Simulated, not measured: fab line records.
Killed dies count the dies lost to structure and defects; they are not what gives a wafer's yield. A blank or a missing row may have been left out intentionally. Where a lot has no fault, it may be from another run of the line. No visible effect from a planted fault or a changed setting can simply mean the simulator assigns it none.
Which tool was responsible? || flow nand-harc || 13 lots, 39 wafers sampled, at 5 steps of a route of 1302

== WHAT EACH GAUGE READ, for each wafer ==
NHARC_P_CONTACT_OVL_MEAS_13.
{"lot": "L826", "measured": "day 6 11:39", "on": "overlay-01", "overlay-x-nm (nm)": "-0.1 -0.2 -0.2", "overlay-y-nm (nm)": "1.5 1.6 0.7"}
{"lot": "L828", "measured": "day 7 06:26", "on": "overlay-01", "overlay-x-nm (nm)": "0.2 0.6 0.2", "overlay-y-nm (nm)": "-0.5 -0.2 0.1"}
{"lot": "L831", "measured": "day 8 06:32", "on": "overlay-01", "overlay-x-nm (nm)": "0.1 0.1 0.2", "overlay-y-nm (nm)": "1.1 0.7 0.9"}
{"lot": "L830", "measured": "day 8 07:13", "on": "overlay-01", "overlay-x-nm (nm)": "-1.1 -0.7 -1.5", "overlay-y-nm (nm)": "-0.4 0.1 -0.1"}
{"lot": "L832", "measured": "day 8 23:42", "on": "overlay-01", "overlay-x-nm (nm)": "1.2 1.1 1.2", "overlay-y-nm (nm)": "1.6 1.3 1.7"}
{"lot": "L838", "measured": "day 11 06:58", "on": "overlay-01", "overlay-x-nm (nm)": "1.6 1.0 0.7", "overlay-y-nm (nm)": "0.0 0.1 -0.7"}
{"lot": "L839", "measured": "day 12 00:54", "on": "overlay-01", "overlay-x-nm (nm)": "0.6 0.8 0.9", "overlay-y-nm (nm)": "0.8 0.8 0.8"}
{"lot": "L840", "measured": "day 12 03:41", "on": "overlay-02", "overlay-x-nm (nm)": "1.4 1.7 1.3", "overlay-y-nm (nm)": "-0.6 -1.1 -0.3"}
{"lot": "L842", "measured": "day 13 12:28", "on": "overlay-01", "overlay-x-nm (nm)": "-0.2 -0.4 0.7", "overlay-y-nm (nm)": "0.2 -0.8 0.0"}
{"lot": "L843", "measured": "day 13 18:07", "on": "overlay-02", "overlay-x-nm (nm)": "0.1 0.5 -0.5", "overlay-y-nm (nm)": "0.0 -1.3 0.1"}
{"lot": "L845", "measured": "day 13 23:32", "on": "overlay-01", "overlay-x-nm (nm)": "0.5 0.5 0.8", "overlay-y-nm (nm)": "1.2 0.7 0.9"}
{"lot": "L846", "measured": "day 14 12:07", "on": "overlay-02", "overlay-x-nm (nm)": "0.6 0.8 0.0", "overlay-y-nm (nm)": "-0.4 -0.3 -0.2"}
{"lot": "L848", "measured": "day 15 04:17", "on": "overlay-01", "overlay-x-nm (nm)": "-0.4 -0.5 -0.7", "overlay-y-nm (nm)": "-0.6 -0.1 0.4"}

NHARC_END_SORT_01.
{"lot": "L830", "measured": "day 27 04:59", "on": "prober-02", "killed-at-array": "71 61 71", "killed-at-other": "1 0 1", "killed-at-periphery": "493 572 544", "killed-dies": "565 633 616", "killed-open": "2 3 3", "killed-short": "1 3 2"}
{"lot": "L832", "measured": "day 27 18:12", "on": "prober-02", "killed-at-array": "47 48 53", "killed-at-other": "1 1 0", "killed-at-periphery": "572 509 506", "killed-dies": "620 558 559", "killed-open": "4 6 8", "killed-short": "3 6 3"}

== TOOL THAT RAN EACH LOT (tool first, then ch and the chambers of the sampled wafers, then the start) ==
{"lot": "L826", "NHARC_P_CONTACT_CMP_01": "cmp-01 ch 1,2,3, day 6 10:46", "NHARC_P_CONTACT_ETCH_36": "rie-diel-12 ch 0,3, day 6 11:55", "NHARC_P_CONTACT_PVD_32": "pvd-sputter-01, no start"}
{"lot": "L828", "NHARC_P_CONTACT_CMP_01": "cmp-01 ch 0,2,3, day 7 05:34", "NHARC_P_CONTACT_ETCH_36": "rie-diel-06 ch 0,2,3, day 7 06:43", "NHARC_P_CONTACT_PVD_32": "pvd-sputter-01, no start"}
{"lot": "L831", "NHARC_P_CONTACT_CMP_01": "cmp-01 ch 2,3, day 8 05:37", "NHARC_P_CONTACT_ETCH_36": "rie-diel-13 ch 0,1, day 8 06:49", "NHARC_P_CONTACT_PVD_32": "pvd-sputter-01, no start"}
{"lot": "L830", "NHARC_P_CONTACT_CMP_01": "cmp-02 ch 0,2,3, day 8 06:28", "NHARC_P_CONTACT_ETCH_36": "rie-diel-06 ch 0,2,3, day 8 07:34", "NHARC_P_CONTACT_PVD_32": "pvd-sputter-02, day 27 04:59 or earlier"}
{"lot": "L832", "NHARC_P_CONTACT_CMP_01": "cmp-02 ch 0,1,3, day 8 22:48", "NHARC_P_CONTACT_ETCH_36": "rie-diel-06 ch 0,1,2, day 9 00:02", "NHARC_P_CONTACT_PVD_32": "pvd-sputter-02, day 27 18:12 or earlier"}
{"lot": "L838", "NHARC_P_CONTACT_CMP_01": "cmp-04 ch 1,3, day 11 06:05", "NHARC_P_CONTACT_ETCH_36": "rie-diel-06 ch 1,2, day 11 07:22", "NHARC_P_CONTACT_PVD_32": "pvd-sputter-01, no start"}
{"lot": "L839", "NHARC_P_CONTACT_CMP_01": "cmp-01 ch 0,1,3, day 12 00:11", "NHARC_P_CONTACT_ETCH_36": "rie-diel-06 ch 0,1, day 12 01:26", "NHARC_P_CONTACT_PVD_32": "pvd-sputter-03, no start"}
{"lot": "L840", "NHARC_P_CONTACT_CMP_01": "cmp-01 ch 0,1,3, day 12 02:55", "NHARC_P_CONTACT_ETCH_36": "rie-diel-06 ch 0,1, day 12 03:59", "NHARC_P_CONTACT_PVD_32": "pvd-sputter-01, no start"}
{"lot": "L842", "NHARC_P_CONTACT_CMP_01": "cmp-01 ch 0,1,3, day 13 11:35", "NHARC_P_CONTACT_ETCH_36": "rie-diel-06 ch 0,1,2, day 13 12:49", "NHARC_P_CONTACT_PVD_32": "pvd-sputter-03, no start"}
{"lot": "L843", "NHARC_P_CONTACT_CMP_01": "cmp-04 ch 1,2,3, day 13 17:13", "NHARC_P_CONTACT_ETCH_36": "rie-diel-13 ch 0,2,3, day 13 18:23", "NHARC_P_CONTACT_PVD_32": "pvd-sputter-01, no start"}
{"lot": "L845", "NHARC_P_CONTACT_CMP_01": "cmp-02 ch 0,2,3, day 13 22:47", "NHARC_P_CONTACT_ETCH_36": "rie-diel-12 ch 0,1,3, day 13 23:52", "NHARC_P_CONTACT_PVD_32": "pvd-sputter-01, no start"}
{"lot": "L846", "NHARC_P_CONTACT_CMP_01": "cmp-04 ch 2,3, day 14 11:11", "NHARC_P_CONTACT_ETCH_36": "rie-diel-06 ch 1,2,3, day 14 12:27", "NHARC_P_CONTACT_PVD_32": "pvd-sputter-01, no start"}
{"lot": "L848", "NHARC_P_CONTACT_CMP_01": "cmp-02 ch 0,1,3, day 15 03:04", "NHARC_P_CONTACT_ETCH_36": "rie-diel-13 ch 0,2, day 15 04:35", "NHARC_P_CONTACT_PVD_32": "pvd-sputter-01, no start"}
- NHARC_P_CONTACT_CMP_01: polishes SiO2, target thk 200 nm.
- NHARC_P_CONTACT_ETCH_36: etches the open film in N2/H2, target depth 260 nm, time 406.25 s.
- NHARC_P_CONTACT_PVD_32: deposits Ti, target thk 5 nm, time 17.7 s.

== AS READ BY THE TOOLS THEMSELVES (means over the sampled wafers that have a number; for cases with no such wafer, the mark the record gives instead) ==
NHARC_P_CONTACT_CMP_01.
{"lot": "L826", "tool": "cmp-01", "motor-current-A (A)": 12.0}
{"lot": "L828", "tool": "cmp-01", "motor-current-A (A)": 12.2}
{"lot": "L831", "tool": "cmp-01", "motor-current-A (A)": 12.5}
{"lot": "L830", "tool": "cmp-02", "motor-current-A (A)": 12.9}
{"lot": "L832", "tool": "cmp-02", "motor-current-A (A)": 12.6}
{"lot": "L838", "tool": "cmp-04", "motor-current-A (A)": 12.3}
{"lot": "L839", "tool": "cmp-01", "motor-current-A (A)": 11.9}
{"lot": "L840", "tool": "cmp-01", "motor-current-A (A)": 12.3}
{"lot": "L842", "tool": "cmp-01", "motor-current-A (A)": 12.0}
{"lot": "L843", "tool": "cmp-04", "motor-current-A (A)": 11.4}
{"lot": "L845", "tool": "cmp-02", "motor-current-A (A)": 12.5}
{"lot": "L846", "tool": "cmp-04", "motor-current-A (A)": 12.3}
{"lot": "L848", "tool": "cmp-02", "motor-current-A (A)": 12.8}

NHARC_P_CONTACT_ETCH_36.
{"lot": "L826", "tool": "rie-diel-12", "drypump-motor-current-A (A)": 5.8, "oes-product-au (a.u.)": 0.999, "rf-fwd-power-W (W)": 399.5, "rf-vpp-V (V)": 430.7, "run-length-s (s)": 427.2, "showerhead-plenum-p-Torr (Torr)": 2.02, "throttle-valve-pct (%)": 14.177}
{"lot": "L828", "tool": "rie-diel-06", "drypump-motor-current-A (A)": 5.6, "oes-product-au (a.u.)": 1.008, "rf-fwd-power-W (W)": 400.2, "rf-vpp-V (V)": 430.4, "run-length-s (s)": 427.5, "showerhead-plenum-p-Torr (Torr)": 2.01, "throttle-valve-pct (%)": 14.169}
{"lot": "L831", "tool": "rie-diel-13", "drypump-motor-current-A (A)": 6.2, "oes-product-au (a.u.)": 0.996, "rf-fwd-power-W (W)": 400.3, "rf-vpp-V (V)": 432.2, "run-length-s (s)": 427.9, "showerhead-plenum-p-Torr (Torr)": 2.07, "throttle-valve-pct (%)": 14.165}
{"lot": "L830", "tool": "rie-diel-06", "drypump-motor-current-A (A)": 5.6, "oes-product-au (a.u.)": 1.008, "rf-fwd-power-W (W)": "-", "rf-vpp-V (V)": 429.8, "run-length-s (s)": 330.0, "showerhead-plenum-p-Torr (Torr)": 2.01, "throttle-valve-pct (%)": 14.176}
{"lot": "L832", "tool": "rie-diel-06", "drypump-motor-current-A (A)": 5.7, "oes-product-au (a.u.)": 1.002, "rf-fwd-power-W (W)": "-", "rf-vpp-V (V)": 429.3, "run-length-s (s)": 329.9, "showerhead-plenum-p-Torr (Torr)": 2.02, "throttle-valve-pct (%)": 14.166}
{"lot": "L838", "tool": "rie-diel-06", "drypump-motor-current-A (A)": 5.4, "oes-product-au (a.u.)": 1.002, "rf-fwd-power-W (W)": 399.0, "rf-vpp-V (V)": 429.4, "run-length-s (s)": 427.3, "showerhead-plenum-p-Torr (Torr)": 2.00, "throttle-valve-pct (%)": 14.166}
{"lot": "L839", "tool": "rie-diel-06", "drypump-motor-current-A (A)": 5.8, "oes-product-au (a.u.)": 1.005, "rf-fwd-power-W (W)": 398.6, "rf-vpp-V (V)": 430.9, "run-length-s (s)": 427.1, "showerhead-plenum-p-Torr (Torr)": 2.05, "throttle-valve-pct (%)": 14.165}
{"lot": "L840", "tool": "rie-diel-06", "drypump-motor-current-A (A)": 5.8, "oes-product-au (a.u.)": 1.006, "rf-fwd-power-W (W)": 398.5, "rf-vpp-V (V)": 431.2, "run-length-s (s)": 427.4, "showerhead-plenum-p-Torr (Torr)": 2.05, "throttle-valve-pct (%)": 14.173}
{"lot": "L842", "tool": "rie-diel-06", "drypump-motor-current-A (A)": 5.7, "oes-product-au (a.u.)": 1.002, "rf-fwd-power-W (W)": 399.2, "rf-vpp-V (V)": 428.7, "run-length-s (s)": 427.3, "showerhead-plenum-p-Torr (Torr)": 2.02, "throttle-valve-pct (%)": 14.173}
{"lot": "L843", "tool": "rie-diel-13", "drypump-motor-current-A (A)": 5.5, "oes-product-au (a.u.)": 1.009, "rf-fwd-power-W (W)": 400.2, "rf-vpp-V (V)": 430.2, "run-length-s (s)": 427.8, "showerhead-plenum-p-Torr (Torr)": 2.03, "throttle-valve-pct (%)": 14.169}
{"lot": "L845", "tool": "rie-diel-12", "drypump-motor-current-A (A)": 5.9, "oes-product-au (a.u.)": 0.996, "rf-fwd-power-W (W)": 398.6, "rf-vpp-V (V)": 430.3, "run-length-s (s)": 427.5, "showerhead-plenum-p-Torr (Torr)": 2.03, "throttle-valve-pct (%)": 14.168}
{"lot": "L846", "tool": "rie-diel-06", "drypump-motor-current-A (A)": 5.4, "oes-product-au (a.u.)": 1.003, "rf-fwd-power-W (W)": 399.0, "rf-vpp-V (V)": 428.5, "run-length-s (s)": 427.5, "showerhead-plenum-p-Torr (Torr)": 1.99, "throttle-valve-pct (%)": 14.172}
{"lot": "L848", "tool": "rie-diel-13", "drypump-motor-current-A (A)": 5.1, "oes-product-au (a.u.)": 1.021, "rf-fwd-power-W (W)": 399.9, "rf-vpp-V (V)": 430.1, "run-length-s (s)": 427.8, "showerhead-plenum-p-Torr (Torr)": 2.01, "throttle-valve-pct (%)": 14.175}

NHARC_P_CONTACT_PVD_32.
{"lot": "L826", "tool": "pvd-sputter-01", "throttle-valve-pct (%)": 30.4}
{"lot": "L828", "tool": "pvd-sputter-01", "throttle-valve-pct (%)": 29.5}
{"lot": "L831", "tool": "pvd-sputter-01", "throttle-valve-pct (%)": 30.5}
{"lot": "L830", "tool": "pvd-sputter-02", "throttle-valve-pct (%)": 30.1}
{"lot": "L832", "tool": "pvd-sputter-02", "throttle-valve-pct (%)": 30.4}
{"lot": "L838", "tool": "pvd-sputter-01", "throttle-valve-pct (%)": 29.0}
{"lot": "L839", "tool": "pvd-sputter-03", "throttle-valve-pct (%)": 29.7}
{"lot": "L840", "tool": "pvd-sputter-01", "throttle-valve-pct (%)": 30.4}
{"lot": "L842", "tool": "pvd-sputter-03", "throttle-valve-pct (%)": 29.6}
{"lot": "L843", "tool": "pvd-sputter-01", "throttle-valve-pct (%)": 29.1}
{"lot": "L845", "tool": "pvd-sputter-01", "throttle-valve-pct (%)": 30.6}
{"lot": "L846", "tool": "pvd-sputter-01", "throttle-valve-pct (%)": 29.4}
{"lot": "L848", "tool": "pvd-sputter-01", "throttle-valve-pct (%)": 29.3}

== THE ANSWER, worked out from the rows above alone ==
Rule: the lots themselves supply what counts as usual. The widest of any qualifying gaps counts: lots, ordered by their means at a reading, are off when they make up no more than a third of the lots, leave a main group of 4 or more, and stand apart from it by 3 or more times the standard deviation of that group's means. If all means in a main group match to the digits the tables above print for the reading, that group is not used. Also off: a lot with no number at a reading for which 4 or more lots have one. The other lots that the step has rows for count as sound. The gauges are gone through in route order, then the tools' own readings, and for those a lot's mean is taken as printed above. The first step at which some lot is off is used, and at that step the reading that is off furthest; a lot without a number counts as furthest.
Off: L830, L832 (NHARC_P_CONTACT_ETCH_36, rf-fwd-power-W). Without a number there: L830, L832. The main group has a mean of 399.4 W with a standard deviation of 0.66.
If a tool, at that step or one of the process steps before it, ran each lot that is off and ran no sound lot following the first of them, it fits. Not one of the candidates tried fits.

== WHAT THE SIMULATOR HAD PUT IN ==
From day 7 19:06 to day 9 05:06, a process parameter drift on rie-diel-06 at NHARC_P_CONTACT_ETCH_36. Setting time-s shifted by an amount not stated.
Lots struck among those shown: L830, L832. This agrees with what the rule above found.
